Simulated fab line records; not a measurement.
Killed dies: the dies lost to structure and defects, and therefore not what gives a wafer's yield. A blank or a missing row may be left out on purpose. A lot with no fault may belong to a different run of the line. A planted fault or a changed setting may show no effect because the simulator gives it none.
Which tool was responsible? | flow n5-finfet | Sampling: 24 lots, 72 wafers, 5 of 1938 route steps

WHAT EACH GAUGE READ, for each wafer
N5_BEOL_M10_OCD_MEAS_38. Usual: 148.8 nm for trench-depth-nm, sd 1.9.
lot  | measured     | on     | trench-depth-nm (nm) | flag
L074 | day 9 17:39  | ocd-01 | 148.8 150.1 146.2    |
L076 | day 10 05:22 | ocd-02 | 150.0 150.3 149.5    |
L075 | day 10 22:07 | ocd-02 | 149.6 147.3 145.0    |
L077 | day 11 07:43 | ocd-01 | 148.0 143.4 147.4    |
L078 | day 11 16:01 | ocd-01 | 148.6 149.3 147.0    |
L079 | day 12 00:42 | ocd-02 | 145.3 148.2 145.9    |
L080 | day 12 07:23 | ocd-01 | 148.6 147.1 149.2    |
L083 | day 12 16:08 | ocd-01 | 151.3 149.5 150.4    |
L081 | day 13 00:05 | ocd-02 | 144.7 144.2 148.1    |
L082 | day 13 00:11 | ocd-02 | 150.1 151.5 152.0    |
L084 | day 13 09:05 | ocd-02 | 151.7 150.3 150.2    |
L085 | day 13 18:52 | ocd-01 | 148.4 148.3 148.3    |
L089 | day 14 02:14 | ocd-01 | 151.9 145.9 147.7    |
L086 | day 14 02:17 | ocd-01 | 150.1 147.4 149.3    |
L087 | day 14 06:51 | ocd-01 | 149.1 148.4 148.6    |
L088 | day 14 09:25 | ocd-02 | 150.5 149.7 148.6    |
L090 | day 14 13:13 | ocd-02 | 149.7 150.1 151.6    |
L092 | day 14 20:45 | ocd-02 | 148.3 146.6 148.2    |
L093 | day 14 21:06 | ocd-02 | 149.9 149.1 147.1    |
L091 | day 15 02:29 | ocd-01 | 150.6 150.0 147.6    |
L094 | day 16 00:21 | ocd-01 | 149.9 148.3 149.9    |
L095 | day 16 00:49 | ocd-01 | 148.0 146.4 148.5    |
L097 | day 16 16:37 | ocd-01 | 149.4 148.4 149.3    |
L096 | day 17 04:23 | ocd-01 | 148.6 149.2 147.2    |

N5_BEOL_M11_CD_MEAS_18: pitch 140 nm, target cd 70 nm. Usual: 69.9 nm for cd-nm, sd 0.51.
lot  | measured     | on        | cd-nm (nm)     | flag
L074 | day 10 00:37 | cd-sem-02 | 69.6 69.2 69.6 |
L076 | day 10 12:16 | cd-sem-01 | 69.8 69.9 70.2 |
L075 | day 11 03:17 | cd-sem-01 | 69.9 70.2 69.7 |
L077 | day 11 14:02 | cd-sem-01 | 70.0 69.1 70.1 |
L078 | day 11 21:58 | cd-sem-03 | 69.9 69.7 70.4 |
L079 | day 12 08:17 | cd-sem-03 | 69.7 70.2 69.1 |
L080 | day 12 13:21 | cd-sem-03 | 69.0 69.2 69.6 |
L083 | day 12 22:19 | cd-sem-02 | 70.6 69.3 70.8 |
L081 | day 13 04:59 | cd-sem-02 | 70.0 70.4 69.3 |
L082 | day 13 05:11 | cd-sem-03 | 69.5 69.9 70.2 |
L084 | day 13 15:44 | cd-sem-03 | 70.3 70.2 70.3 |
L085 | day 14 02:34 | cd-sem-01 | 70.2 70.5 69.9 |
L089 | day 14 08:59 | cd-sem-01 | 70.1 70.3 70.8 |
L086 | day 14 08:34 | cd-sem-03 | 69.8 69.5 69.6 |
L087 | day 14 11:38 | cd-sem-03 | 70.0 70.3 69.8 |
L088 | day 14 14:37 | cd-sem-01 | 69.7 69.2 70.1 |
L090 | day 14 21:56 | cd-sem-03 | 70.0 70.8 69.6 |
L092 | day 15 01:47 | cd-sem-01 | 70.3 70.6 70.0 |
L093 | day 15 03:38 | cd-sem-03 | 69.7 69.9 69.9 |
L091 | day 15 10:55 | cd-sem-02 | 70.1 70.8 69.9 |
L094 | day 16 07:15 | cd-sem-03 | 70.2 70.8 69.0 |
L095 | day 16 07:07 | cd-sem-01 | 69.5 68.8 69.1 |
L097 | day 16 23:01 | cd-sem-03 | 69.7 70.2 69.0 |
L096 | day 17 09:36 | cd-sem-01 | 70.0 69.3 69.1 |

WHICH TOOL RAN EACH LOT (tool, then ch and the chambers of the sampled wafers, then the start)
lot  | N5_BEOL_M10_VIA_ETCH_34            | N5_BEOL_M10_STRIP_36               | N5_BEOL_M10_CURE_72
L074 | rie-diel-02 ch 0,1,3, day 9 17:22  | rie-diel-02 ch 0,1,3, day 9 17:25  | uv-cure-02 ch 0, day 9 17:53
L076 | rie-diel-01 ch 0,2, day 10 05:05   | rie-diel-01 ch 0,2, day 10 05:08   | uv-cure-02 ch 2, day 10 05:37
L075 | rie-diel-02 ch 2,3, day 10 21:50   | rie-diel-02 ch 2,3, day 10 21:53   | uv-cure-03 ch 0, day 10 22:28
L077 | rie-diel-02 ch 0,3, day 11 07:26   | rie-diel-02 ch 0,3, day 11 07:29   | uv-cure-01 ch 2, day 11 08:17
L078 | rie-diel-04 ch 0,1,2, day 11 15:44 | rie-diel-04 ch 0,1,2, day 11 15:47 | uv-cure-01 ch 1, day 11 16:13
L079 | rie-diel-02 ch 1,2,3, day 12 00:25 | rie-diel-02 ch 1,2,3, day 12 00:29 | uv-cure-02 ch 1, day 12 00:56
L080 | rie-diel-02 ch 1,2, day 12 07:06   | rie-diel-02 ch 1,2, day 12 07:10   | uv-cure-03 ch 2, day 12 07:38
L083 | rie-diel-04 ch 1,3, day 12 15:52   | rie-diel-04 ch 1,3, day 12 15:55   | uv-cure-03 ch 1, day 12 16:28
L081 | rie-diel-02 ch 1,3, day 12 23:47   | rie-diel-02 ch 1,3, day 12 23:51   | uv-cure-03 ch 0, day 13 00:22
L082 | rie-diel-04 ch 1,2,3, day 12 23:54 | rie-diel-04 ch 1,2,3, day 12 23:58 | uv-cure-02 ch 0, day 13 00:26
L084 | rie-diel-04 ch 0,1,2, day 13 08:48 | rie-diel-04 ch 0,1,2, day 13 08:52 | uv-cure-03 ch 0, day 13 09:20
L085 | rie-diel-04 ch 0,1,2, day 13 18:35 | rie-diel-04 ch 0,1,2, day 13 18:38 | uv-cure-01 ch 1, day 13 19:04
L089 | rie-diel-02 ch 0,1,3, day 14 01:57 | rie-diel-02 ch 0,1,3, day 14 02:01 | uv-cure-01 ch 0, day 14 02:32
L086 | rie-diel-01 ch 0,2,3, day 14 01:59 | rie-diel-01 ch 0,2,3, day 14 02:03 | uv-cure-03 ch 2, day 14 02:38
L087 | rie-diel-01 ch 0,2, day 14 06:34   | rie-diel-01 ch 0,2, day 14 06:37   | uv-cure-01 ch 2, day 14 07:05
L088 | rie-diel-04 ch 1,3, day 14 09:08   | rie-diel-04 ch 1,3, day 14 09:11   | uv-cure-01 ch 0, day 14 09:40
L090 | rie-diel-04 ch 1,2,3, day 14 12:55 | rie-diel-04 ch 1,2,3, day 14 12:59 | uv-cure-01 ch 2, day 14 13:55
L092 | rie-diel-02 ch 2,3, day 14 20:28   | rie-diel-02 ch 2,3, day 14 20:31   | uv-cure-02 ch 2, day 14 21:00
L093 | rie-diel-04 ch 0,2, day 14 20:49   | rie-diel-04 ch 0,2, day 14 20:53   | uv-cure-01 ch 0, day 14 21:28
L091 | rie-diel-01 ch 0,2,3, day 15 02:12 | rie-diel-01 ch 0,2,3, day 15 02:16 | uv-cure-01 ch 1, day 15 02:41
L094 | rie-diel-01 ch 1,2,3, day 16 00:04 | rie-diel-01 ch 1,2,3, day 16 00:08 | uv-cure-03 ch 0, day 16 00:32
L095 | rie-diel-01 ch 1,3, day 16 00:32   | rie-diel-01 ch 1,3, day 16 00:35   | uv-cure-01 ch 2, day 16 01:07
L097 | rie-diel-04 ch 2,3, day 16 16:20   | rie-diel-04 ch 2,3, day 16 16:23   | uv-cure-03 ch 2, day 16 16:49
L096 | rie-diel-01 ch 0,1,2, day 17 04:06 | rie-diel-01 ch 0,1,2, day 17 04:10 | uv-cure-01 ch 2, day 17 04:44
- N5_BEOL_M10_VIA_ETCH_34: etches SiCOH lowk in C4F6/O2, target depth 184.5 nm, time 69.2 s.
- N5_BEOL_M10_STRIP_36: strips in N2/H2.
- N5_BEOL_M10_CURE_72: cures SiCOH lowk, time 120 s.

WHAT THE TOOLS THEMSELVES READ (means of the sampled wafers that have a number; where no wafer has one, the mark that the record gives instead)
N5_BEOL_M10_VIA_ETCH_34. Usual: drypump-motor-current-A 5.5 A, standard deviation 0.37; oes-product-au 0.81 a.u., standard deviation 0.075; rf-vpp-V 665 V, standard deviation 9.5; showerhead-plenum-p-Torr 2.87 Torr, standard deviation 0.071; throttle-valve-pct 20.89 %, standard deviation 0.16.
lot  | tool        | drypump-motor-current-A (A) | oes-product-au (a.u.) | rf-vpp-V (V) | showerhead-plenum-p-Torr (Torr) | throttle-valve-pct (%) | flag
L074 | rie-diel-02 | 5.1                         | 0.74                  | 667          | 2.91                            | 21.10                  |
L076 | rie-diel-01 | 5.8                         | 0.86                  | 679          | 3.00                            | 20.69                  |
L075 | rie-diel-02 | 5.4                         | 0.72                  | 675          | 2.86                            | 20.86                  |
L077 | rie-diel-02 | 5.5                         | 0.69                  | 667          | 2.92                            | 21.16                  |
L078 | rie-diel-04 | 5.5                         | 0.79                  | 656          | 2.81                            | 20.94                  |
L079 | rie-diel-02 | 5.1                         | 0.74                  | 671          | 2.87                            | 20.98                  |
L080 | rie-diel-02 | 5.0                         | 0.76                  | 669          | 2.85                            | 21.08                  |
L083 | rie-diel-04 | 5.5                         | 0.83                  | 656          | 2.81                            | 20.89                  |
L081 | rie-diel-02 | 5.0                         | 0.73                  | 667          | 2.91                            | 21.01                  |
L082 | rie-diel-04 | 5.5                         | 0.82                  | 655          | 2.84                            | 20.93                  |
L084 | rie-diel-04 | 5.6                         | 0.87                  | 655          | 2.81                            | 20.83                  |
L085 | rie-diel-04 | 5.5                         | 0.86                  | 654          | 2.81                            | 20.84                  |
L089 | rie-diel-02 | 5.2                         | 0.80                  | 667          | 2.89                            | 21.03                  |
L086 | rie-diel-01 | 5.7                         | 0.82                  | 674          | 2.91                            | 20.75                  |
L087 | rie-diel-01 | 5.5                         | 0.82                  | 681          | 2.98                            | 20.74                  |
L088 | rie-diel-04 | 5.5                         | 0.82                  | 655          | 2.80                            | 20.90                  |
L090 | rie-diel-04 | 5.5                         | 0.81                  | 655          | 2.83                            | 20.95                  |
L092 | rie-diel-02 | 5.4                         | 0.69                  | 675          | 2.85                            | 20.90                  |
L093 | rie-diel-04 | 5.6                         | 0.89                  | 657          | 2.81                            | 20.79                  |
L091 | rie-diel-01 | 5.7                         | 0.81                  | 673          | 2.90                            | 20.76                  |
L094 | rie-diel-01 | 5.9                         | 0.84                  | 669          | 2.88                            | 20.74                  |
L095 | rie-diel-01 | 5.8                         | 0.87                  | 665          | 2.86                            | 20.72                  |
L097 | rie-diel-04 | 5.6                         | 0.78                  | 657          | 2.86                            | 21.01                  |
L096 | rie-diel-01 | 5.8                         | 0.83                  | 675          | 2.95                            | 20.74                  |

N5_BEOL_M10_STRIP_36. Usual: drypump-motor-current-A 5.5 A, standard deviation 0.37; oes-product-au 0.81 a.u., standard deviation 0.077; rf-vpp-V 59.1 V, standard deviation 1.9; showerhead-plenum-p-Torr 2.56 Torr, standard deviation 0.065; throttle-valve-pct 23.59 %, standard deviation 0.22.
lot  | tool        | drypump-motor-current-A (A) | oes-product-au (a.u.) | rf-vpp-V (V) | showerhead-plenum-p-Torr (Torr) | throttle-valve-pct (%) | flag
L074 | rie-diel-02 | 5.1                         | 0.74                  | 59.2         | 2.60                            | 23.81                  |
L076 | rie-diel-01 | 5.8                         | 0.85                  | 60.6         | 2.68                            | 23.41                  |
L075 | rie-diel-02 | 5.4                         | 0.70                  | 57.7         | 2.55                            | 23.48                  |
L077 | rie-diel-02 | 5.5                         | 0.68                  | 58.9         | 2.61                            | 23.95                  |
L078 | rie-diel-04 | 5.5                         | 0.80                  | 59.8         | 2.51                            | 23.70                  |
L079 | rie-diel-02 | 5.1                         | 0.74                  | 59.5         | 2.56                            | 23.56                  |
L080 | rie-diel-02 | 5.0                         | 0.77                  | 58.1         | 2.54                            | 23.70                  |
L083 | rie-diel-04 | 5.5                         | 0.83                  | 58.4         | 2.50                            | 23.73                  |
L081 | rie-diel-02 | 5.0                         | 0.73                  | 59.7         | 2.60                            | 23.59                  |
L082 | rie-diel-04 | 5.5                         | 0.82                  | 58.6         | 2.53                            | 23.71                  |
L084 | rie-diel-04 | 5.5                         | 0.88                  | 59.0         | 2.51                            | 23.59                  |
L085 | rie-diel-04 | 5.5                         | 0.86                  | 58.7         | 2.51                            | 23.57                  |
L089 | rie-diel-02 | 5.2                         | 0.79                  | 59.3         | 2.58                            | 23.75                  |
L086 | rie-diel-01 | 5.7                         | 0.81                  | 59.6         | 2.59                            | 23.44                  |
L087 | rie-diel-01 | 5.5                         | 0.81                  | 59.9         | 2.66                            | 23.45                  |
L088 | rie-diel-04 | 5.5                         | 0.82                  | 58.8         | 2.50                            | 23.77                  |
L090 | rie-diel-04 | 5.5                         | 0.82                  | 58.2         | 2.53                            | 23.74                  |
L092 | rie-diel-02 | 5.4                         | 0.69                  | 59.5         | 2.54                            | 23.51                  |
L093 | rie-diel-04 | 5.6                         | 0.88                  | 59.5         | 2.51                            | 23.38                  |
L091 | rie-diel-01 | 5.7                         | 0.82                  | 59.0         | 2.59                            | 23.43                  |
L094 | rie-diel-01 | 5.9                         | 0.84                  | 59.6         | 2.57                            | 23.46                  |
L095 | rie-diel-01 | 5.8                         | 0.87                  | 59.3         | 2.55                            | 23.48                  |
L097 | rie-diel-04 | 5.6                         | 0.79                  | 58.4         | 2.55                            | 23.70                  |
L096 | rie-diel-01 | 5.8                         | 0.82                  | 58.3         | 2.63                            | 23.49                  |

N5_BEOL_M10_CURE_72. Usual: lamp-power-pct 52.32 %, standard deviation 0.052; wafer_temp_C_max 371.6, standard deviation 0.55.
lot  | tool       | lamp-power-pct (%) | wafer_temp_C_max | flag
L074 | uv-cure-02 | 52.31              | 371.3            |
L076 | uv-cure-02 | 52.32              | 371.3            |
L075 | uv-cure-03 | 52.31              | 371.5            |
L077 | uv-cure-01 | 52.26              | 371.3            |
L078 | uv-cure-01 | 52.30              | 372.4            |
L079 | uv-cure-02 | 52.27              | 372.2            |
L080 | uv-cure-03 | 52.36              | 371.0            |
L083 | uv-cure-03 | 52.32              | 372.5            |
L081 | uv-cure-03 | 52.31              | 371.8            |
L082 | uv-cure-02 | 52.31              | 371.2            |
L084 | uv-cure-03 | 52.33              | 371.3            |
L085 | uv-cure-01 | 52.31              | 372.2            |
L089 | uv-cure-01 | 52.30              | 371.3            |
L086 | uv-cure-03 | 52.27              | 371.3            |
L087 | uv-cure-01 | 52.30              | 371.4            |
L088 | uv-cure-01 | 52.30              | 371.1            |
L090 | uv-cure-01 | 52.33              | 371.8            |
L092 | uv-cure-02 | 52.32              | 371.7            |
L093 | uv-cure-01 | 52.36              | 371.3            |
L091 | uv-cure-01 | 52.34              | 372.5            |
L094 | uv-cure-03 | 52.37              | 371.6            |
L095 | uv-cure-01 | 52.31              | 371.4            |
L097 | uv-cure-03 | 52.31              | 371.5            |
L096 | uv-cure-01 | 52.32              | 371.8            |

THE ANSWER, worked out from the rows above alone
Rule: a lot is off if the mean of its wafers that have a number lies more than 3 standard deviations from the usual mean. A lot without any number at a reading at which 4 lots or more have one is off too. The other lots that the step has rows for count as sound. The gauges are gone through in route order, then the tools' own readings, and for those a lot's mean is taken as printed above. The first step at which some lot is off is used, and at that step the reading that is off furthest; a lot without a number counts as furthest.
None of the lots is off at any reading shown; this tells nothing.

WHAT WAS PUT IN BY THE SIMULATOR
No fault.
